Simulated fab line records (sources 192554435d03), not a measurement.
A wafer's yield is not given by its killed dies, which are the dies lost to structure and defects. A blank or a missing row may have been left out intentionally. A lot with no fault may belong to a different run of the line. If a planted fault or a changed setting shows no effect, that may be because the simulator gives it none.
fab line records	flow n5-finfet
record lots=10	wafers=30	last-day=20
route steps=1938 shown FIN_CUT@173 STI_FIN_REVEAL@190 PASSIVATION@1936
lots that met no fault: from a run of the same line without faults
start-h: the number of hours between the record's first day and the start of the first shown wafer of the lot	wait-h: hours elapsed since this lot's preceding step	" repeats the value in the row above	L1.1+2: several wafers, shown together as one row	- no value, or no start given	* or withheld: withheld	< > ~ a bound
route shown NAME@n: names a module that has steps shown in the file, with the first one's number in the route	usual: average and standard deviation across the fault-free wafers	same: alike in all rows	chamber/n: place in a boat	sites: the reading at each site	_std_site: their standard deviation	_edge_site: inner sites' mean taken away from outer sites' mean	radius-mm: how far each site lies from the wafer's centre	mask NAME#n: copy n	behind: the last tool/chamber to shape the wafer	hold: why the lot was held/for how many hours/how that ended	device: whichever transistor did not switch (one of n, p or np)	end of line: at the end of the route, the tests of the same wafers	where a step has no rows: the recipe by itself	killed: count of dies lost to structure and defects at first sort (not the wafer's yield)	map: per-die view of a wafer (x killed, . not killed, _ where there is no die)
set.NAME: the run value of the setting; set.NAME@STEP: its run value at that earlier step	model.NAME: the simulator's own value behind a step, which no gauge read
the route's steps for a sample of lots (tables are steps, rows are wafers)
services: from which hour (start-h, from the record's first day; less than 0 if before it) a tool's chamber was out of use, for how many hours, and why
## steps
# step N5_FIN_CUT_CUT_ETCH_26
# recipe chemistry=CH3F/O2	target=SiNx	target-depth-a=390	mask-material=SOC	time-s=55.7	pressure-mtorr=30	source-w=395	bias-w=73	Ar_flow_sccm=150	CH3F_flow_sccm=30	O2_flow_sccm=20	ion-energy-ev=120
# usual chamber-pressure-mTorr=30.000/0.027	drypump-motor-current-A=5.8/0.57	oes-product-au=0.78/0.075	rf-vpp-V=298.1/2.9	showerhead-plenum-p-Torr=2.01/0.064	throttle-valve-pct=16.46/0.21
# same time-s=55.7
lot.wafer	tool	chamber	start-h	wait-h	chamber-pressure-mTorr	drypump-motor-current-A	oes-product-au	rf-hours-counter-h	rf-vpp-V	showerhead-plenum-p-Torr	throttle-valve-pct
L381.1	rie-diel-06	1	38.49	0.0	30.017	5.2	0.70	201	297.5	2.06	16.47
L381.4	"	3	"	"	29.990	5.2	0.90	12	299.5	2.04	16.45
L381.6	"	1	"	"	30.022	5.2	0.70	-	297.0	2.06	16.48
L382.1	rie-diel-03	1	46.68	0.0	30.034	6.1	0.77	128	291.8	1.92	15.95
L382.2	"	2	"	"	29.962	5.0	0.79	107	303.2	2.11	16.38
L382.5	"	2	"	"	29.989	5.0	0.80	-	304.1	2.11	16.40
L384.1	rie-diel-06	1	56.88	0.0	30.018	5.2	0.70	206	298.2	2.06	16.47
L384.2	"	0	"	"	29.992	6.4	0.73	188	299.8	2.08	16.66
L384.6	"	3	"	"	29.987	5.2	0.88	-	299.8	2.04	16.45
L385.1	rie-diel-01	1	63.16	0.0	30.029	6.3	0.80	101	299.7	2.01	16.25
L385.2	"	3	"	"	30.000	6.0	0.69	225	294.2	1.97	16.75
L385.5	"	1	"	"	30.030	6.3	0.80	-	298.1	2.01	16.24
L386.1	rie-diel-03	3	69.60	0.0	30.034	5.4	0.98	6	299.2	2.04	16.25
L386.3	"	0	"	"	30.000	5.5	0.74	162	296.7	2.00	16.57
L386.4	"	0	"	"	29.992	5.6	0.74	-	297.1	2.00	16.59
L391.2	rie-diel-06	3	102.91	0.0	29.978	5.2	0.86	30	298.6	2.03	16.48
L391.3	"	0	"	"	30.012	6.4	0.72	201	300.7	2.07	16.69
L391.6	"	0	"	"	29.972	6.4	0.72	-	299.8	2.07	16.70
L397.2	rie-diel-03	1	144.14	0.0	30.007	6.1	0.75	141	293.5	1.92	15.96
L397.3	"	2	"	"	29.981	5.0	0.78	129	302.4	2.10	16.43
L397.4	"	0	"	"	30.006	5.6	0.73	177	296.7	1.99	16.60
L398.3	rie-diel-03	2	155.19	0.0	30.041	5.0	0.77	132	302.2	2.10	16.45
L398.5	"	2	"	"	30.085	5.0	0.78	-	302.1	2.10	16.43
L398.6	"	3	"	"	29.952	5.4	0.91	-	299.9	2.04	16.31
L400.1	rie-diel-01	0	164.76	0.0	29.967	6.7	0.80	82	297.4	1.94	16.62
L400.4	"	0	"	"	29.972	6.6	0.80	-	298.1	1.94	16.62
L400.6	"	2	"	"	30.026	6.4	0.93	-	301.2	2.13	16.44
L402.1	rie-diel-03	2	168.12	0.0	29.979	5.0	0.77	136	302.7	2.10	16.45
L402.2	"	3	"	"	29.961	5.3	0.91	29	299.3	2.03	16.32
L402.6	"	0	"	"	29.982	5.6	0.74	-	297.0	1.99	16.62
# step N5_FIN_CUT_CUT_ETCH_28
# recipe chemistry=HBr/Cl2/O2	target=Si	target-depth-a=60	mask-material=SOC	time-s=2.4	ion-energy-ev=*	bias-w=*	pressure-mtorr=10	icp-w=800	HBr_flow_sccm=150	Cl2_flow_sccm=80	O2_flow_sccm=12
# usual chamber-pressure-mTorr=10.000/0.0089	drypump-motor-current-A=5.7/0.4	oes-product-au=1.000/0.017	throttle-valve-pct=37.24/0.24
# same time-s=2.4
lot.wafer	tool	chamber	start-h	wait-h	chamber-pressure-mTorr	drypump-motor-current-A	oes-product-au	rf-hours-counter-h	throttle-valve-pct
L381.1	rie-si-05	2	38.74	0.0	9.992	5.6	1.024	25	37.64
L381.4	"	2	"	"	10.009	5.6	1.015	-	37.63
L381.6	"	1	"	"	10.019	5.0	0.975	-	37.36
L382.1	rie-si-06	1	46.92	0.0	9.999	5.5	1.007	168	36.97
L382.2	"	2	"	"	10.004	5.3	0.986	97	37.10
L382.5	"	0	"	"	9.998	5.9	0.998	-	37.03
L384.1	rie-si-05	3	57.13	0.0	9.984	5.5	0.992	103	36.81
L384.2	"	1	"	"	10.001	5.0	0.976	89	37.36
L384.6	"	1	"	"	9.985	5.0	0.973	-	37.34
L385.1	rie-si-04	3	63.41	0.0	9.999	6.3	1.006	143	37.34
L385.2	"	1	"	"	9.980	6.2	0.992	166	37.23
L385.5	"	0	"	"	9.988	6.1	1.021	-	37.53
L386.1	rie-si-05	0	69.85	0.0	10.000	6.1	1.014	0	37.26
L386.3	"	2	"	"	9.993	5.6	1.021	26	37.65
L386.4	"	3	"	"	10.001	5.5	0.980	103	36.79
L391.2	rie-si-06	0	103.16	0.0	10.010	5.9	0.997	162	37.01
L391.3	"	3	"	"	9.985	5.7	1.023	98	37.13
L391.6	"	0	"	"	9.997	5.9	0.999	-	37.04
L397.2	rie-si-04	0	144.39	0.0	10.000	6.1	1.011	111	37.55
L397.3	"	2	"	"	10.002	5.9	0.970	70	37.34
L397.4	"	1	"	"	10.010	6.2	0.974	167	37.24
L398.3	rie-si-05	3	155.44	0.0	10.003	5.5	0.983	104	36.81
L398.5	"	0	"	"	9.995	6.1	1.021	-	37.27
L398.6	"	1	"	"	9.999	5.0	0.977	-	37.33
L400.1	rie-si-06	0	165.01	0.0	10.003	5.9	0.999	163	37.03
L400.4	"	2	"	"	10.005	5.2	0.992	99	37.09
L400.6	"	3	"	"	10.009	5.7	1.017	-	37.14
L402.1	rie-si-04	2	168.37	0.0	9.994	5.9	0.981	71	37.36
L402.2	"	1	"	"	10.002	6.2	0.993	168	37.26
L402.6	"	0	"	"	9.988	6.2	1.015	-	37.56
# step N5_FIN_CUT_STRIP_22
# recipe chemistry=N2/H2	power-w=500	temp-c=40	pressure-mtorr=50	rf-frequency-hz=6e+07	overash-fraction=0.3	bias-power-w=8	h2-frac=0.5	n2-flow-sccm=300	h2-flow-sccm=300
# usual chamber-pressure-mTorr=50.00/0.12	drypump-motor-current-A=6.1/0.54	oes-product-au=0.78/0.076	rf-vpp-V=54.4/2.3	showerhead-plenum-p-Torr=3.36/0.11	throttle-valve-pct=19.16/0.22
lot.wafer	tool	chamber	start-h	wait-h	chamber-pressure-mTorr	drypump-motor-current-A	oes-product-au	rf-hours-counter-h	rf-vpp-V	showerhead-plenum-p-Torr	throttle-valve-pct
L381.1	rie-diel-06	0	38.81	0.0	49.99	6.5	0.73	183	54.4	3.48	19.40
L381.4	"	2	"	"	50.08	6.4	0.82	106	51.3	3.25	19.07
L381.6	"	2	"	"	49.96	6.4	0.82	-	56.5	3.25	19.05
L382.1	rie-diel-01	0	47.15	0.2	50.02	6.6	0.88	48	53.8	3.28	19.07
L382.2	"	3	"	"	50.00	6.0	0.69	221	53.7	3.31	19.13
L382.5	"	3	"	"	50.19	6.0	0.68	-	53.9	3.31	19.16
L384.1	rie-diel-06	1	57.34	0.2	50.04	5.2	0.70	206	54.7	3.46	18.91
L384.2	"	3	"	"	50.06	5.2	0.89	17	53.4	3.43	19.30
L384.6	"	3	"	"	49.90	5.2	0.88	-	54.6	3.43	19.22
L385.1	rie-diel-06	0	63.47	0.0	50.09	6.5	0.71	190	52.7	3.47	19.45
L385.2	"	3	"	"	49.93	5.2	0.87	19	56.0	3.43	19.27
L385.5	"	3	"	"	49.91	5.2	0.87	-	52.9	3.43	19.24
L386.1	rie-diel-01	0	69.92	0.0	50.11	6.6	0.82	54	57.2	3.27	19.10
L386.3	"	3	"	"	50.10	6.0	0.67	227	52.6	3.31	19.15
L386.4	"	1	"	"	49.92	6.3	0.80	103	55.9	3.38	18.94
L391.2	rie-diel-01	1	103.22	0.0	50.12	6.3	0.80	112	54.9	3.38	18.90
L391.3	"	3	"	"	49.74	6.0	0.69	236	52.8	3.30	19.20
L391.6	"	3	"	"	50.06	6.0	0.66	-	55.0	3.30	19.17
L397.2	rie-diel-06	0	144.51	0.1	50.06	6.5	0.69	208	56.1	3.46	19.41
L397.3	"	2	"	"	50.26	6.5	0.80	131	56.3	3.24	19.06
L397.4	"	1	"	"	49.89	5.2	0.71	226	51.5	3.45	19.01
L398.3	rie-diel-03	2	155.51	0.1	50.24	5.0	0.76	132	58.4	3.50	18.94
L398.5	"	1	"	"	49.97	6.1	0.74	-	56.3	3.23	18.99
L398.6	"	2	"	"	49.90	5.0	0.77	-	51.4	3.50	18.93
L400.1	rie-diel-03	2	165.08	0.0	49.99	5.0	0.76	136	57.1	3.50	18.91
L400.4	"	3	"	"	49.88	5.3	0.91	28	57.4	3.43	18.97
L400.6	"	1	"	"	49.89	6.1	0.74	-	57.1	3.23	19.02
L402.1	rie-diel-01	2	168.43	0.0	49.99	6.4	0.91	11	54.3	3.58	19.35
L402.2	"	0	"	"	49.93	6.7	0.79	83	51.9	3.26	19.16
L402.6	"	2	"	"	50.07	6.4	0.93	-	55.3	3.58	19.32
# step N5_STI_FIN_REVEAL_ETCHBACK_08
# recipe chemistry=C4F6/O2	target=SiO2	target-depth-a=305	time-s=10.167	ion-energy-ev=250	pressure-mtorr=30	source-w=345	bias-w=185	Ar_flow_sccm=300	C4F6_flow_sccm=10	O2_flow_sccm=10
# usual chamber-pressure-mTorr=30.00/0.046	drypump-motor-current-A=5.7/0.43	oes-product-au=0.77/0.065	rf-vpp-V=670/5.5	showerhead-plenum-p-Torr=2.88/0.049	throttle-valve-pct=21.15/0.15
lot.wafer	tool	chamber	start-h	wait-h	chamber-pressure-mTorr	drypump-motor-current-A	oes-product-au	rf-hours-counter-h	rf-vpp-V	showerhead-plenum-p-Torr	throttle-valve-pct
L381.1	rie-diel-05	3	45.03	0.2	29.99	5.5	0.79	127	667	2.97	21.03
L381.4	"	2	"	"	30.00	5.7	0.76	-	665	2.85	20.96
L381.6	"	3	"	"	30.02	5.5	0.78	-	667	2.97	21.04
L382.1	rie-diel-02	2	54.37	0.3	30.04	4.9	0.78	123	675	2.86	21.36
L382.2	"	0	"	"	29.97	6.2	0.91	22	673	2.90	20.99
L382.5	"	3	"	"	29.95	5.8	0.72	-	676	2.93	21.22
L384.1	rie-diel-04	2	63.76	0.2	30.00	6.3	0.77	151	668	2.84	21.08
L384.2	"	3	"	"	29.95	5.4	0.70	182	656	2.96	21.31
L384.6	"	0	"	"	30.00	6.0	0.70	-	666	2.83	20.98
L385.1	rie-diel-02	1	69.31	0.2	29.97	5.7	0.77	139	675	2.86	21.28
L385.2	"	2	"	"	29.94	4.9	0.77	127	676	2.86	21.36
L385.5	"	0	"	"	29.98	6.2	0.91	-	673	2.90	21.00
L386.1	rie-diel-02	2	76.26	0.3	30.03	4.9	0.77	129	674	2.86	21.36
L386.3	"	0	"	"	30.03	6.2	0.90	28	673	2.90	21.03
L386.4	"	1	"	"	29.98	5.7	0.76	141	675	2.86	21.28
L391.2	rie-diel-02	1	109.64	0.2	30.01	5.7	0.75	151	676	2.86	21.28
L391.3	"	2	"	"	29.94	4.9	0.76	138	674	2.85	21.38
L391.6	"	3	"	"	29.99	5.8	0.72	-	674	2.93	21.24
L397.2	rie-diel-02	1	150.36	0.2	30.04	5.7	0.75	162	675	2.86	21.31
L397.3	"	3	"	"	30.00	5.8	0.71	215	676	2.92	21.26
L397.4	"	0	"	"	30.01	6.2	0.88	48	673	2.89	21.02
L398.3	rie-diel-02	0	161.76	0.1	29.97	6.2	0.87	51	673	2.88	21.04
L398.5	"	1	"	"	30.01	5.6	0.75	-	676	2.85	21.31
L398.6	"	0	"	"	29.99	6.2	0.86	-	672	2.88	21.05
L400.1	rie-diel-02	3	170.95	0.2	30.06	5.8	0.71	222	675	2.92	21.27
L400.4	"	0	"	"	30.00	6.2	0.86	55	672	2.88	21.05
L400.6	"	1	"	"	30.00	5.7	0.74	-	674	2.85	21.32
L402.1	rie-diel-05	3	174.36	0.3	29.99	5.5	0.74	167	667	2.95	21.09
L402.2	"	0	"	"	29.97	6.1	0.75	127	663	2.86	21.20
L402.6	"	0	"	"	30.03	6.1	0.75	-	663	2.86	21.20
# step N5_STI_FIN_REVEAL_FIN_H_MEAS_10
# usual trench-depth-nm=51.9/0.58
lot.wafer	tool	chamber	start-h	wait-h	trench-depth-nm
L381.1	ocd-02	-	47.97	0.0	52.2
L381.4	"	-	"	"	51.7
L381.6	"	-	"	"	52.1
L382.1	ocd-01	-	57.68	0.0	52.3
L382.2	"	-	"	"	51.4
L382.5	"	-	"	"	51.6
L384.1	ocd-02	-	66.71	0.0	52.4
L384.2	"	-	"	"	52.2
L384.6	"	-	"	"	52.3
L385.1	ocd-01	-	72.26	0.0	52.0
L385.2	"	-	"	"	53.2
L385.5	"	-	"	"	52.9
L386.1	ocd-02	-	79.26	0.0	51.7
L386.3	"	-	"	"	51.3
L386.4	"	-	"	"	51.6
L391.2	ocd-02	-	112.59	0.0	52.2
L391.3	"	-	"	"	52.4
L391.6	"	-	"	"	52.1
L397.2	ocd-02	-	153.54	0.0	51.6
L397.3	"	-	"	"	51.7
L397.4	"	-	"	"	47.7
L398.3	ocd-02	-	164.72	0.0	51.8
L398.5	"	-	"	"	47.2
L398.6	"	-	"	"	51.2
L400.1	ocd-01	-	173.92	0.0	47.5
L400.4	"	-	"	"	48.1
L400.6	"	-	"	"	52.3
L402.1	ocd-02	-	177.31	0.0	50.6
L402.2	"	-	"	"	51.4
L402.6	"	-	"	"	51.2
# step N5_PASSIVATION_PROBE_49
# usual killed_at_M0_to_M3=37/12	killed_at_M4_up=15/5.6	killed-at-contacts=13/6.9	killed-at-front-end=40/11	killed-at-other=4/3.2	killed-dies=109/20	killed-open=73/15	killed-short=35/8.3
# same gross-dies=1180	killed-at-back-side=0
lot.wafer	tool	chamber	start-h	wait-h	killed_at_M0_to_M3	killed_at_M4_up	killed-at-contacts	killed-at-front-end	killed-at-other	killed-dies	killed-open	killed-short
L381.1	prober-01	-	346.84	0.0	39	7	7	32	5	90	56	34
L381.4	prober-01	-	346.99	0.2	32	15	19	45	4	115	65	50
L381.6	prober-01	-	347.09	0.3	33	7	15	38	13	106	68	38
L382.1	prober-02	-	356.98	0.0	21	12	9	30	1	73	46	27
L382.2	prober-02	-	357.03	0.1	32	22	8	30	2	94	56	37
L382.5	prober-02	-	357.18	0.2	21	13	12	29	1	76	54	22
L385.1	prober-02	-	376.34	0.0	43	8	13	70	4	138	103	34
L385.2	prober-02	-	376.39	0.1	24	14	14	41	0	93	64	29
L385.5	prober-02	-	376.54	0.2	43	13	5	59	7	127	83	44
L386.1	prober-01	-	377.42	0.0	49	11	25	54	10	149	103	45
L386.3	prober-01	-	377.52	0.1	30	14	27	34	6	111	74	36
L386.4	prober-01	-	377.57	0.2	35	16	25	43	3	122	82	40
L391.2	prober-02	-	403.14	0.1	16	10	10	42	1	79	46	33
L391.3	prober-02	-	403.19	0.1	24	12	9	39	3	87	56	31
L397.2	prober-01	-	407.75	0.2	47	20	34	34	3	138	87	49
L397.3	prober-01	-	407.80	0.2	47	12	33	22	3	117	78	36
L397.4	prober-01	-	407.85	0.3	56	13	24	34	1	128	93	34
L398.3	prober-02	-	435.31	0.1	26	15	22	38	3	104	73	31
L398.5	prober-02	-	435.41	0.2	35	19	8	50	1	113	71	42
L398.6	prober-02	-	435.46	0.3	31	14	9	42	0	96	62	34
L402.1	prober-02	-	454.25	0.0	15	20	26	39	1	101	69	32
L402.2	prober-02	-	454.30	0.1	32	17	19	42	4	114	85	28
L402.6	prober-02	-	454.50	0.3	28	22	14	58	2	124	91	30
L384.1	prober-01	-	466.97	0.0	39	8	7	24	1	79	52	24
L384.2	prober-01	-	467.02	0.1	48	17	4	28	1	98	60	35
L384.6	prober-01	-	467.22	0.3	28	17	4	34	4	87	50	35
L400.1	prober-02	-	482.32	0.0	47	18	7	50	2	124	85	37
L400.4	prober-02	-	482.47	0.2	29	20	12	44	5	110	71	37
L400.6	prober-02	-	482.57	0.3	31	11	9	35	4	90	62	24
# killed by level:class
L381.1 BEOL_M0_SAQP:geometric-particle:open=9 FIN_SAQP:geometric-particle:open=8 BEOL_M0_SAQP:geometric-particle:short=8 BEOL_M1:geometric-particle:open=8 GATE_CUT:geometric-particle:open=5 BEOL_M2:geometric-particle:open=5 BEOL_M1:geometric-particle:short=5 FIN_SAQP:geometric-particle:short=4
L381.4 STI_FIN_REVEAL:geometric-particle:open=14 MOL_CONTACT_COAG:geometric-particle:open=11 FIN_SAQP:geometric-particle:short=10 BEOL_M0_SAQP:geometric-particle:open=9 MOL_CONTACT_COAG:geometric-particle:short=8 BEOL_M0_SAQP:geometric-particle:short=7 BEOL_M4:geometric-particle:open=7 BEOL_M3:geometric-particle:open=5
L381.6 STI_FIN_REVEAL:geometric-particle:open=17 FIN_SAQP:geometric-particle:open=8 MOL_CONTACT_COAG:geometric-particle:open=8 BEOL_M2:geometric-particle:open=8 MOL_CONTACT_COAG:geometric-particle:short=7 MIM_TOP:geometric-particle:short=7 BEOL_M0_SAQP:geometric-particle:open=6 STI_FIN_REVEAL:geometric-particle:short=4
L382.1 FIN_SAQP:geometric-particle:open=9 FIN_SAQP:geometric-particle:short=9 MOL_CONTACT_COAG:geometric-particle:open=7 BEOL_M2:geometric-particle:open=4 STARTING-WAFER:geometric-particle:short=4 BEOL_M0_SAQP:geometric-particle:short=3 BEOL_M0_SAQP:geometric-particle:open=3 BEOL_M3:geometric-particle:open=3
L382.2 BEOL_M4:geometric-particle:open=12 BEOL_M0_SAQP:geometric-particle:short=8 BEOL_M1:geometric-particle:open=7 FIN_SAQP:geometric-particle:open=6 MOL_CONTACT_COAG:geometric-particle:open=6 BEOL_M2:geometric-particle:open=6 DUMMY_GATE:geometric-particle:open=5 FIN_SAQP:geometric-particle:short=4
L382.5 MOL_CONTACT_COAG:geometric-particle:open=10 BEOL_M4:geometric-particle:open=7 BEOL_M2:geometric-particle:open=7 DUMMY_GATE:geometric-particle:open=5 FIN_SAQP:geometric-particle:open=4 GATE_CUT:geometric-particle:short=4 BEOL_M0_SAQP:geometric-particle:open=4 STARTING-WAFER:geometric-particle:short=4
L385.1 FIN_SAQP:geometric-particle:open=22 STI_FIN_REVEAL:geometric-particle:open=19 MOL_CONTACT_COAG:geometric-particle:open=13 BEOL_M1:geometric-particle:open=10 BEOL_M3:geometric-particle:open=8 GATE_CUT:geometric-particle:short=7 BEOL_M0_SAQP:geometric-particle:open=5 BEOL_M0:geometric-particle:open=5
L385.2 MOL_CONTACT_COAG:geometric-particle:open=12 FIN_SAQP:geometric-particle:short=11 FIN_SAQP:geometric-particle:open=8 STI_FIN_REVEAL:geometric-particle:open=8 DUMMY_GATE:geometric-particle:open=8 BEOL_M4:geometric-particle:open=5 BEOL_M0_SAQP:geometric-particle:short=4 BEOL_M7:geometric-particle:open=4
L385.5 FIN_SAQP:geometric-particle:open=17 STI_FIN_REVEAL:geometric-particle:open=13 BEOL_M0_SAQP:geometric-particle:short=12 BEOL_M0_SAQP:geometric-particle:open=11 FIN_SAQP:geometric-particle:short=8 BEOL_M1:geometric-particle:open=7 BEOL_M4:geometric-particle:open=7 BEOL_M2:geometric-particle:open=6
L386.1 MOL_CONTACT_COAG:geometric-particle:open=20 BEOL_M0_SAQP:geometric-particle:open=17 BEOL_M0_SAQP:geometric-particle:short=16 STI_FIN_REVEAL:geometric-particle:open=15 FIN_SAQP:geometric-particle:open=8 ILD0:geometric-particle:open=7 FIN_SAQP:geometric-particle:short=5 MOL_CONTACT_COAG:geometric-particle:short=5
L386.3 MOL_CONTACT_COAG:geometric-particle:open=20 BEOL_M0_SAQP:geometric-particle:short=10 BEOL_M0_SAQP:geometric-particle:open=9 FIN_SAQP:geometric-particle:open=6 GATE_CUT:geometric-particle:short=6 MOL_CONTACT_COAG:geometric-particle:short=6 GATE_CUT:geometric-particle:open=5 BEOL_M2:geometric-particle:open=4
L386.4 MOL_CONTACT_COAG:geometric-particle:open=21 FIN_SAQP:geometric-particle:short=9 BEOL_M1:geometric-particle:open=8 STI_FIN_REVEAL:geometric-particle:open=8 BEOL_M5:geometric-particle:open=8 FIN_SAQP:geometric-particle:open=7 BEOL_M2:geometric-particle:open=6 BEOL_M0_SAQP:geometric-particle:short=6
L391.2 STI_FIN_REVEAL:geometric-particle:open=14 MOL_CONTACT_COAG:geometric-particle:open=8 GATE_CUT:geometric-particle:short=6 BEOL_M2:geometric-particle:open=4 FIN_SAQP:geometric-particle:short=3 FIN_SAQP:geometric-particle:open=3 DUMMY_GATE:geometric-particle:open=3 BEOL_M0_SAQP:geometric-particle:short=3
L391.3 STI_FIN_REVEAL:geometric-particle:open=12 MOL_CONTACT_COAG:geometric-particle:open=8 DUMMY_GATE:geometric-particle:open=5 BEOL_M0:geometric-particle:open=5 STI_FIN_REVEAL:geometric-particle:short=4 DUMMY_GATE:geometric-particle:short=4 BEOL_M0_SAQP:geometric-particle:open=4 BEOL_M3:geometric-particle:open=4
L397.2 MOL_CONTACT_COAG:geometric-particle:open=26 BEOL_M0_SAQP:geometric-particle:short=16 BEOL_M0_SAQP:geometric-particle:open=14 MOL_CONTACT_COAG:geometric-particle:short=8 GATE_CUT:geometric-particle:short=7 BEOL_M4:geometric-particle:open=7 FIN_SAQP:geometric-particle:open=6 BEOL_M3:geometric-particle:open=5
L397.3 MOL_CONTACT_COAG:geometric-particle:open=26 BEOL_M0_SAQP:geometric-particle:short=13 BEOL_M0_SAQP:geometric-particle:open=11 BEOL_M4:geometric-particle:open=7 MOL_CONTACT_COAG:geometric-particle:short=7 BEOL_M0:geometric-particle:open=7 BEOL_M3:geometric-particle:open=7 STARTING-WAFER:geometric-particle:open=4
L397.4 MOL_CONTACT_COAG:geometric-particle:open=20 BEOL_M3:geometric-particle:open=17 BEOL_M0_SAQP:geometric-particle:open=14 FIN_SAQP:geometric-particle:open=11 BEOL_M0_SAQP:geometric-particle:short=9 STI_FIN_REVEAL:geometric-particle:open=7 BEOL_M0:geometric-particle:open=6 FIN_SAQP:geometric-particle:short=5
L398.3 MOL_CONTACT_COAG:geometric-particle:open=18 FIN_SAQP:geometric-particle:open=9 FIN_SAQP:geometric-particle:short=8 BEOL_M1:geometric-particle:open=8 BEOL_M4:geometric-particle:open=7 STI_FIN_REVEAL:geometric-particle:open=6 BEOL_M2:geometric-particle:open=5 ILD0:geometric-particle:open=4
L398.5 FIN_SAQP:geometric-particle:short=12 STI_FIN_REVEAL:geometric-particle:open=12 FIN_SAQP:geometric-particle:open=11 BEOL_M0_SAQP:geometric-particle:open=10 BEOL_M0_SAQP:geometric-particle:short=9 BEOL_M4:geometric-particle:open=9 STI_FIN_REVEAL:geometric-particle:short=5 BEOL_M4:geometric-particle:short=5
L398.6 DUMMY_GATE:geometric-particle:open=10 STI_FIN_REVEAL:geometric-particle:open=9 BEOL_M0_SAQP:geometric-particle:short=8 BEOL_M0_SAQP:geometric-particle:open=8 MOL_CONTACT_COAG:geometric-particle:open=7 BEOL_M2:geometric-particle:open=7 FIN_SAQP:geometric-particle:open=4 FIN_SAQP:geometric-particle:short=4
L402.1 MOL_CONTACT_COAG:geometric-particle:open=22 STI_FIN_REVEAL:geometric-particle:open=11 DUMMY_GATE:geometric-particle:open=6 BEOL_M4:geometric-particle:open=6 GATE_CUT:geometric-particle:short=5 BEOL_M6:geometric-particle:open=5 MOL_CONTACT_COAG:geometric-particle:short=4 BEOL_M1:geometric-particle:open=4
L402.2 MOL_CONTACT_COAG:geometric-particle:open=18 BEOL_M3:geometric-particle:open=11 FIN_SAQP:geometric-particle:open=6 STI_FIN_REVEAL:geometric-particle:open=6 DUMMY_GATE:geometric-particle:open=6 BEOL_M0_SAQP:geometric-particle:open=6 BEOL_M4:geometric-particle:open=6 ILD0:geometric-particle:open=5
L402.6 STI_FIN_REVEAL:geometric-particle:open=22 FIN_SAQP:geometric-particle:open=12 BEOL_M4:geometric-particle:open=12 MOL_CONTACT_COAG:geometric-particle:open=10 FIN_SAQP:geometric-particle:short=9 BEOL_M0_SAQP:geometric-particle:open=8 BEOL_M2:geometric-particle:open=7 BEOL_M3:geometric-particle:open=5
L384.1 BEOL_M2:geometric-particle:open=15 BEOL_M0_SAQP:geometric-particle:open=8 MOL_CONTACT_COAG:geometric-particle:open=4 BEOL_M0_SAQP:geometric-particle:short=4 BEOL_M3:geometric-particle:open=4 STARTING-WAFER:geometric-particle:open=4 STARTING-WAFER:geometric-particle:short=4 BEOL_M0:geometric-particle:open=3
L384.2 BEOL_M0_SAQP:geometric-particle:short=9 BEOL_M3:geometric-particle:open=9 DUMMY_GATE:geometric-particle:open=8 BEOL_M2:geometric-particle:open=8 GATE_CUT:geometric-particle:short=7 BEOL_M0_SAQP:geometric-particle:open=6 BEOL_M1:geometric-particle:open=6 BEOL_M2:geometric-particle:short=5
L384.6 BEOL_M2:geometric-particle:open=11 GATE_CUT:geometric-particle:short=9 BEOL_M0_SAQP:geometric-particle:short=7 DUMMY_GATE:geometric-particle:open=6 MOL_CONTACT_COAG:geometric-particle:open=4 BEOL_M1:geometric-particle:open=4 BEOL_M4:geometric-particle:open=4 BEOL_M4:geometric-particle:short=4
L400.1 BEOL_M0_SAQP:geometric-particle:short=13 BEOL_M3:geometric-particle:open=12 STI_FIN_REVEAL:geometric-particle:open=9 BEOL_M0_SAQP:geometric-particle:open=8 BEOL_M4:geometric-particle:open=8 GATE_CUT:geometric-particle:short=7 GATE_CUT:geometric-particle:open=7 BEOL_M0:geometric-particle:open=7
L400.4 FIN_SAQP:geometric-particle:open=9 DUMMY_GATE:geometric-particle:open=9 MOL_CONTACT_COAG:geometric-particle:open=9 BEOL_M0_SAQP:geometric-particle:short=7 BEOL_M4:geometric-particle:open=6 STI_FIN_REVEAL:geometric-particle:open=5 BEOL_M1:geometric-particle:open=5 DUMMY_GATE:geometric-particle:short=4
L400.6 MOL_CONTACT_COAG:geometric-particle:open=8 BEOL_M3:geometric-particle:open=7 FIN_SAQP:geometric-particle:open=6 STI_FIN_REVEAL:geometric-particle:open=6 BEOL_M0_SAQP:geometric-particle:open=5 BEOL_M0:geometric-particle:open=5 BEOL_M2:geometric-particle:open=5 BEOL_M4:geometric-particle:open=5
## services
tool	chamber	start-h	hours	kind
rie-diel-02	-	15.41	0.6	repair
rie-si-05	1	27.09	6.5	repair
rie-diel-01	1	28.63	15.2	repair
rie-diel-03	3	37.19	-	clean
rie-diel-03	3	37.19	-	consumable-replace:focus-ring
rie-diel-03	3	37.19	11.0	scheduled-down
rie-diel-03	3	37.19	11.0	vent-cycle
rie-diel-03	-	56.58	0.7	repair
rie-diel-06	2	62.12	2.9	repair
rie-diel-03	1	63.66	28.1	repair
rie-si-06	1	67.40	4.3	repair
rie-si-06	3	70.12	6.7	repair
rie-diel-02	-	71.96	1.9	repair
rie-diel-01	0	75.90	1.5	repair
rie-diel-02	-	91.19	4.7	repair
rie-si-05	-	104.94	1.8	repair
rie-diel-01	2	108.89	-	clean
rie-diel-01	2	108.89	-	consumable-replace:focus-ring
rie-diel-01	2	108.89	-	consumable-replace:showerhead
rie-si-06	-	109.83	2.8	pm
rie-diel-04	1	137.43	26.9	repair
rie-diel-04	-	140.31	15.6	pm
rie-si-05	2	152.34	3.8	repair
rie-si-04	3	168.94	7.1	repair
## key
first-sign step=N5_STI_FIN_REVEAL_FIN_H_MEAS_10	reading=trench-depth-nm	direction=down	sigmas=7.4	usual=51.9	struck=47.6
effect none on later readings
met-at N5_STI_FIN_REVEAL_ETCHBACK_08
struck-lots L397,L398,L400
struck-wafers L397.4,L398.5,L400.1,L400.4
tester-left-out L397,L398,L400
not-acting-at N5_FIN_CUT_CUT_ETCH_26,N5_FIN_CUT_CUT_ETCH_28,N5_FIN_CUT_STRIP_22
onset-between 109.64 150.36
fault kind=process-parameter-drift	tool=rie-diel-02	chamber=-	onset-h=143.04	steps=N5_STI_FIN_REVEAL_ETCHBACK_08	channel=time-s	offset=*	shape=step	end-h=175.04	scope=struck-wafers-only	acts-in=*	stated=*
# tester-left-out: of these lots the tester's yield and bins aren't shown, on N5 and GAA mostly nor the transistor test; their killed dies are dies lost to structure and defects alone, not to doping, threshold or leakage, so they don't give the yield
